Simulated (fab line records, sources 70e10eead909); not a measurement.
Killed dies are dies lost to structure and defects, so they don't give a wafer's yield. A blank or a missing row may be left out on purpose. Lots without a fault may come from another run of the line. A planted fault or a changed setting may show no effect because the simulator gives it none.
Which tool did it? | flow nand_harc | 6 lots, 18 wafers sampled, at 4 steps of a route of 1302

WHAT THE GAUGES READ, wafer by wafer
NHARC_END_SORT_01.
lot  | measured     | on        | sort_bin_2_pct (%)
L403 | day 25 09:59 | prober-02 | 2.8 3.5 2.7
L401 | day 25 10:02 | prober-01 | 5.2 4.6 5.5
L411 | day 28 22:32 | prober-01 | 95.3 4.6 3.1
L416 | day 31 00:43 | prober-01 | 1.9 3.7 1.9
L417 | day 31 22:09 | prober-02 | 2.2 3.4 2.7
L423 | day 34 14:47 | prober-01 | 4.7 3.1 4.3

WHICH TOOL RAN EACH LOT (tool, then ch and the chambers of the sampled wafers, then the start)
lot  | NHARC_A_BONDPAD_PVD_27       | NHARC_THIN_TSV_PRE_CLEAN_50             | NHARC_THIN_TSV_ANNEAL_52
L403 | pvd_sputter-01, day 24 04:15 | pvd_sputter-01, day 24 22:19 or earlier | rtp_anneal-01 ch 0, day 24 22:19
L401 | pvd_sputter-02, day 24 06:01 | pvd_sputter-03, day 24 23:41 or earlier | rtp_anneal-02 ch 0, day 24 23:41
L411 | pvd_sputter-03, day 27 15:43 | pvd_sputter-01, day 28 09:18 or earlier | rtp_anneal-01 ch 0, day 28 09:18
L416 | pvd_sputter-01, day 29 18:20 | pvd_sputter-02, day 30 13:38 or earlier | rtp_anneal-01 ch 0, day 30 13:38
L417 | pvd_sputter-03, day 30 18:55 | pvd_sputter-01, day 31 11:51 or earlier | rtp_anneal-01 ch 0, day 31 11:51
L423 | pvd_sputter-02, day 32 19:55 | pvd_sputter-02, day 33 15:10 or earlier | rtp_anneal-01 ch 0, day 33 15:10
- NHARC_A_BONDPAD_PVD_27: deposits Cu, target thk 30 nm, time 20.49 s.
- NHARC_THIN_TSV_PRE_CLEAN_50: time 30 s.
- NHARC_THIN_TSV_ANNEAL_52: time 90 s.

THE ANSWER, worked out from the rows above alone
Rule: what is usual is taken from the lots themselves. Put in order of their means at a reading, lots are off if they are a third of the lots or fewer, leave a main group of 4 or more, and stand apart from it by a gap of 3 or more times the standard deviation of the main group's means; of several such gaps the widest counts. A main group whose means are all the same, to the digits that the tables above print for the reading, isn't used. A lot without any number at a reading at which 4 lots or more have one is off too. The other lots that the step has rows for count as sound.
Off: L411, at NHARC_END_SORT_01 (sort_bin_2_pct). The main group: mean 3.5 %, standard deviation 0.96.
A tool fits if, at a process step before that reading, it ran every lot that is off, and no sound lot after the first of them. The gauges at NHARC_END_SORT_01 are tried like those tools. NHARC_THIN_TSV_PRE_CLEAN_50 gives no start for some lots, so the hours and the order of its lots are those of NHARC_THIN_TSV_ANNEAL_52. None of those tried fits.

WHAT THE SIMULATOR HAD PUT IN
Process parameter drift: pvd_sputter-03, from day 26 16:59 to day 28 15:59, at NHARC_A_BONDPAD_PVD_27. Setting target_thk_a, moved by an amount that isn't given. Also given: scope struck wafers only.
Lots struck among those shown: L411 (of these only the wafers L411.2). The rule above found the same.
